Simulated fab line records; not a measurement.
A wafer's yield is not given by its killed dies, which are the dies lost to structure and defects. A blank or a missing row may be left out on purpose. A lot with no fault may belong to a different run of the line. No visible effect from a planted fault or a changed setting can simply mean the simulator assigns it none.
One fault through the eyes of 2 desks :: flow n5Finfet :: only its own numbers are on each desk; what lay behind them is given at the end

## THE METROLOGY DESK
Means of the sampled wafers that have a number, per lot and without regard to the tool the lot ran on: this is what the gauges read. A lot is out of limits, marked OUT, if its mean lies more than 4 standard deviations from the usual mean; the brackets give that distance.
Columns: A = V12_OVL at N5_BEOL_M13_OVL_MEAS_11, usual 2 nm; B = M13_OVL at N5_BEOL_M13_OVL_MEAS_29, usual -2 nm
lot: L253
first seen here: day 11 15:11
A: 3
B: -13

lot: L256
first seen here: day 12 01:08
A: -1
B: -4

lot: L258
first seen here: day 13 03:32
A: 1
B: 6

lot: L259
first seen here: day 13 09:02
A: 2
B: 6

lot: L260
first seen here: day 13 13:06
A: 4
B: -1

lot: L262
first seen here: day 14 01:09
A: 4
B: -5

lot: L264
first seen here: day 14 09:03
A: 2
B: -9

lot: L266
first seen here: day 14 16:45
A: 4
B: -11

lot: L269
first seen here: day 15 08:01
A: -1
B: -2

lot: L271
first seen here: day 16 03:29
A: -3
B: 7

lot: L274
first seen here: day 16 16:25
A: -8
B: -5
Finding of this desk: none of the 11 lots has anything out of limits.

## AT THE TOOL OWNER'S DESK: rieDiel-02
The tool's own readings at N5_BEOL_M13_ETCH_67 (etches SiARC in CF4, target depth 143 nm, time 238.3 s): means of the sampled wafers that have a number, for each lot that ran on this tool. A lot is out of limits, marked OUT, if its mean lies more than 4 standard deviations from the usual mean; the brackets give that distance.
Columns: A = chamberPressureMTorr at N5_BEOL_M13_ETCH_67, usual 40.00 mTorr; B = drypumpMotorCurrentA at N5_BEOL_M13_ETCH_67, usual 5.81 A; C = etchRfOnTimeS at N5_BEOL_M13_ETCH_67, usual 238 s; D = oesProductAu at N5_BEOL_M13_ETCH_67, usual 0.70 a.u.; E = rfVppV at N5_BEOL_M13_ETCH_67, usual 184.1 V; F = showerheadPlenumPTorr at N5_BEOL_M13_ETCH_67, usual 2.14 Torr; G = throttleValvePct at N5_BEOL_M13_ETCH_67, usual 15.62 %
lot: L256
first seen here: day 12 02:14
A: 40.00
B: 5.85
C: 241
D: 0.68
E: 184.1
F: 2.14
G: 15.77

lot: L259
first seen here: day 13 10:07
A: 40.00
B: 5.57
C: 292 (+12) OUT
D: 0.60
E: 183.1
F: 2.08
G: 15.66

lot: L260
first seen here: day 13 14:09
A: 40.00
B: 5.59
C: 292 (+12) OUT
D: 0.60
E: 183.3
F: 2.08
G: 15.66

lot: L262
first seen here: day 14 02:21
A: 40.03
B: 5.66
C: 290 (+11) OUT
D: 0.65
E: 183.4
F: 2.12
G: 15.63
Finding of this desk: L259, L260, L262 out of limits; the first was L259 at day 13 10:07, on etchRfOnTimeS at N5_BEOL_M13_ETCH_67. L256: within limits.

## TAKEN TOGETHER
The tool owner's desk had the chance to raise an alarm at day 13 10:07 on L259, L260, L262.
The metrology desk saw nothing out of limits.
The metrology desk holds a record of L259, L260, L262, inside its limits.
Every lot named ran N5_BEOL_M13_ETCH_67 on rieDiel-02.

## WHAT HAD BEEN PUT IN BY THE SIMULATOR
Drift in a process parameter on rieDiel-02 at N5_BEOL_M13_ETCH_67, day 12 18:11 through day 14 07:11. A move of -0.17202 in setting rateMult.
Lots struck among those shown: L259, L260, L262.
Each desk's first reading out of limits, in hours after the fault started: the tool owner's desk, 16.
